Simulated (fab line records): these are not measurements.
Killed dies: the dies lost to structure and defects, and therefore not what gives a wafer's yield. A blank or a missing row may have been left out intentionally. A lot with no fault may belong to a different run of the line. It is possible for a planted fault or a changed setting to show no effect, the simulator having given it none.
Lot-split experiment | flow n5-finfet | route with 1938 steps; 7 lots, 21 wafers read

THE SPLIT
At N5_BEOL_M8_ETCH_61 (etches SiARC in CF4, target depth 45.5 nm, time 75.8 s), the setting bias-w was moved away from the recipe's 36 W on 5 of the 21 wafers read, by -6.2% to +11.3%. The other wafers ran this setting at the recipe's value.

Reading taken at the split's own step.

THE READING
rf-vpp-V, in V, at N5_BEOL_M8_ETCH_61 (etches SiARC in CF4, target depth 45.5 nm, time 75.8 s). Fault-free wafers of this fab line usually give 184.1 V, standard deviation 1.3 V.

wafer  | tool, chamber at the split | bias-w as run, W | against the recipe | rf-vpp-V, V | against lot-mates on the recipe
L074.2 | rie-diel-03, 1             | 33.78            | -6.2%              | 177.5       | -7.6
L074.3 | rie-diel-03, 3             | 33.78            | -6.2%              | 176.5       | -8.6
L074.5 | rie-diel-03, 1             | 36               | recipe             | 185.1       | -
L078.3 | rie-diel-01, 0             | 36               | recipe             | 184.1       | -
L078.5 | rie-diel-01, 2             | 36               | recipe             | 185.3       | -
L078.6 | rie-diel-01, 1             | 36               | recipe             | 182.7       | -
L082.3 | rie-diel-03, 0             | 36               | recipe             | 183.9       | -
L082.5 | rie-diel-03, 2             | 36               | recipe             | 184.8       | -
L082.6 | rie-diel-03, 1             | 36               | recipe             | 184.1       | -
L085.1 | rie-diel-03, 3             | 40.06            | +11.3%             | 195.3       | +11.2
L085.2 | rie-diel-03, 0             | 40.06            | +11.3%             | 196.4       | +12.3
L085.6 | rie-diel-03, 3             | 36               | recipe             | 184.1       | -
L090.2 | rie-diel-03, 2             | 36               | recipe             | 184.6       | -
L090.4 | rie-diel-03, 0             | 36               | recipe             | 182.6       | -
L090.5 | rie-diel-03, 3             | 36               | recipe             | 181.3       | -
L091.2 | rie-diel-04, 1             | 36               | recipe             | 185.5       | -
L091.3 | rie-diel-04, 0             | 36               | recipe             | 182.5       | -
L091.5 | rie-diel-04, 3             | 34.18            | -5.1%              | 179.6       | -4.4
L094.3 | rie-diel-04, 1             | 36               | recipe             | 184.7       | -
L094.4 | rie-diel-04, 0             | 36               | recipe             | 183.2       | -
L094.5 | rie-diel-04, 1             | 36               | recipe             | 185.9       | -

FIT RESULTS
A straight line over all 21 wafers: rf-vpp-V changes by +1.06 V for each +1% of bias-w; r = +0.97; the points scatter about the line by 1.2 V.
The same after taking each lot's own level away (the mean of its wafers on the recipe; 21 wafers): +1.09 V for each +1%; r = +0.97; scatter 1.1 V.
On that fit, the largest move of bias-w shifts the reading by 12 V.
Measured against the standard deviation above, the lots' own levels, which go from 182.83 to 185.10 V, span 1.7 times it.
So the lot-to-lot level changes the slope little: the two slopes agree.
Check: +12.8 V against its lot-mates is what the line predicts for one of the wafers moved furthest among these (+11.3%) when that wafer is left out of the fit. It came out at +11.2 V against them.
Tool readings at the split's step, against how far the setting was moved: rf-vpp-V r = +0.97.

FURTHER SPLITS ON THESE WAFERS
These wafers also went through other splits before the reading. Each is held against what the fit with the lots' levels taken away leaves over:
other split on the same wafers | wafers away from the commonest value | r with rf-vpp-V (lot level and that fit taken away)
N5_BEOL_M7_COAT_05 spin-rpm    | 5                                    | -0.10

FILE'S OWN FIT
rf-vpp-V changes by +1.07 V for each +1% of bias-w, r = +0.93.
